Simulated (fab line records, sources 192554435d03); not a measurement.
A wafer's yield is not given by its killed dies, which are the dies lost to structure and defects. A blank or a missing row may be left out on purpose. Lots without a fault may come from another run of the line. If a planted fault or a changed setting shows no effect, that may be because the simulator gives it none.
Comparing a struck lot with a sound one ; flow n5Finfet ; 38 out of 1938 route steps
Sound: the wafers L197.1, L197.2, L197.4. Struck: wafer L195.3 (L195.2, L195.6, from the same lot, were not struck and are left out); the cause is given at the end.
Each step with rows lists, per side, the tool, then ch with its chambers, then its first start. Under that, the readings that differ: sound wafers ; struck wafers ; difference of the means ; sigmas: that difference in standard deviations of wafers without a fault.
alike: readings with means less than 2 such deviations apart, plus words and numbers identical on both sides. not compared: withheld readings, readings lacking a value on some wafer, bounds such as >300 that could conceal the same value, and numbers that have no deviation in the record and whose values overlap.
Wherever a step has rows on one side only, a row that says differs or no value, or a row with sigmas, the two part there. When numbers do not overlap yet have no deviation, they are printed without sigmas and do not part them. A reading missing from all wafers of one side parts the sides only when that side holds two or more wafers.

first, 9 steps without rows for these wafers: N5_BEOL_M4_ANNEAL_95 (time 240 s); N5_BEOL_M4_SPUTTER_96 (material Cu, target thk 4.5 nm, time 8.29 s); N5_BEOL_M4_ECD_50 (material Cu, target thk 300 nm); N5_BEOL_M4_ANNEAL_51 (time 90 s); N5_BEOL_M4_CMP_52 (polishes, stops on SiOC, t overpolish 6.8 s, target thk 40 nm); N5_BEOL_M4_PRE_CLEAN_60 (time 15 s); N5_BEOL_M4_CO_CAP_55 (material Co, precursor CCTBA/H2, target thk 2 nm, time 102.1 s); N5_BEOL_M4_PRE_CLEAN_56 (time 15 s); N5_BEOL_M4_DEP_57 (deposits SiCN from 3MS/NH3, target thk 8 nm, time 14 s).
N5_BEOL_M4_RC_MEAS_101:
  sound on prober-01 ch 0, day 10 08:58; struck on prober-01 ch 0, day 11 04:07
reading;sound;struck;difference;sigmas
ION_P (uA/um);460 471 470;449;-18;-2
  alike: DIBL_N, DIBL_P, IOFF_N, IOFF_P, ION_N, SS_N, SS_P, VT_N, VT_P
then, 24 steps without rows for these wafers: N5_BEOL_M5_ILD_DEP_00 (deposits SiCOH lowk from DEMS/porogen, target thk 140.64 nm, time 25.9 s); N5_BEOL_M5_CURE_79 (cures SiCOH lowk, time 240 s); N5_BEOL_M5_PECVD_70 (deposits SiO2 from TEOS/O2, target thk 16 nm, time 18 s); N5_BEOL_M5_HM_DEP_02 (deposits TiN, target thk 20 nm); N5_BEOL_M5_COAT_59 (time 60 s, resist thk 60 nm); N5_BEOL_M5_COAT_60 (time 60 s, resist thk 12 nm); N5_BEOL_M5_COAT_71 (time 60 s, resist thk 5 nm); N5_BEOL_M5_COAT_05 (resist thk 30 nm); N5_BEOL_M5_EBR_07; N5_BEOL_M5_SOFTBAKE_06 (time 60 s); N5_BEOL_M5_EXPOSE_08 (exposes mask M5, target cd 28 nm); N5_BEOL_M5_PEB_09 (peb time 60 s); N5_BEOL_M5_DEVELOP_10 (develop time 30 s); N5_BEOL_M5_DESCUM_16 (chemistry O2, time 7 s); N5_BEOL_M5_ETCH_72 (etches underlayer in N2/H2, target depth 6.5 nm, time 5.2 s); N5_BEOL_M5_ETCH_61 (etches SiARC in CF4, target depth 15.6 nm, time 26 s); N5_BEOL_M5_ETCH_62 (etches SOC in N2/H2, target depth 75 nm, overetch 15 nm, time 112.5 s); N5_BEOL_M5_STRIP_63 (strips in N2/H2); N5_BEOL_M5_STRIP_73 (strips in N2/H2); N5_BEOL_M5_STRIP_64 (strips in CF4); N5_BEOL_M5_HM_OPEN_17 (chemistry Cl2/BCl3, target TiN, target depth 20 nm, overetch 6 nm); N5_BEOL_M5_STRIP_19 (strips in O2); N5_BEOL_M5_COAT_65 (time 60 s, resist thk 60 nm); N5_BEOL_M5_COAT_66 (time 60 s, resist thk 12 nm).
N5_BEOL_M7_CMP_52: polishes, stops on SiCOH lowk, t overpolish 6.9 s, target thk 80 nm.
  sound on cmp-03 ch 1,2,3, day 11 14:08; struck on cmp-03 ch 0, day 12 09:26
reading;sound;struck;difference;sigmas
barrierFieldEndpointS (s);29.0 27.9 28.9;46.7;+18.1;+32
overpolishRunS (s);6.887 6.907 6.911;0.041;-6.861;-99 or more
timeToEndpointS (s);65.0 58.7 59.4;82.9;+21.9;+8
  alike: clearingPlatenRpm, motorCurrentA
N5_BEOL_M7_THK_MEAS_53: measures by xrf.
  sound on filmMetro-01, day 11 14:26; struck on filmMetro-01, day 12 09:39
reading;sound;struck;difference;sigmas
M7_THK (nm);79.4 80.9 81.1;200.2;+119.7;+63
N5_BEOL_M7_INSPECT_58: inspects for defects (darkfield).
  sound on defectInspect-01, day 11 14:36; struck on defectInspect-01, day 12 09:49
reading;sound;struck;difference;sigmas
rawDefectCount;70 65 57;1279;+1215;+40
-- the record jumps here: 3 days lie between the struck wafers' starts before and after (it left off in module BEOL_M7 and takes up again in module PASSIVATION, whose first step shown is number 1936 of the route) --
N5_PASSIVATION_PROBE_49:
  sound on prober-02, day 14 16:04; struck on prober-01, day 15 06:41
reading;sound;struck;difference;sigmas
defectLimitedYield (%);90.3 90.4 89.8;0;-90;-60
killed_at_M4_up;22 14 20;1068;+1049;+99 or more
killedAtContacts;9 8 2;21;+15;+2
killedDies;114 113 120;1180;+1064;+63
killedOnRim;15 9 17;152;+138;+33
sortNPass;1066 1067 1060;0;-1064;-63
sortYieldPct (%);90.3 90.4 89.8;0;-90;-60
  alike: killed_at_M0_to_M3, killedAtFrontEnd, killedAtOther, killedOpen, killedShort, sort_bin_5_function, sort_bin_6_memory, sort_bin_8_speed

== WHERE THEY PART ==
Earliest at N5_BEOL_M4_RC_MEAS_101; latest, in this record, at N5_PASSIVATION_PROBE_49.

WHY: the cause the simulator had injected
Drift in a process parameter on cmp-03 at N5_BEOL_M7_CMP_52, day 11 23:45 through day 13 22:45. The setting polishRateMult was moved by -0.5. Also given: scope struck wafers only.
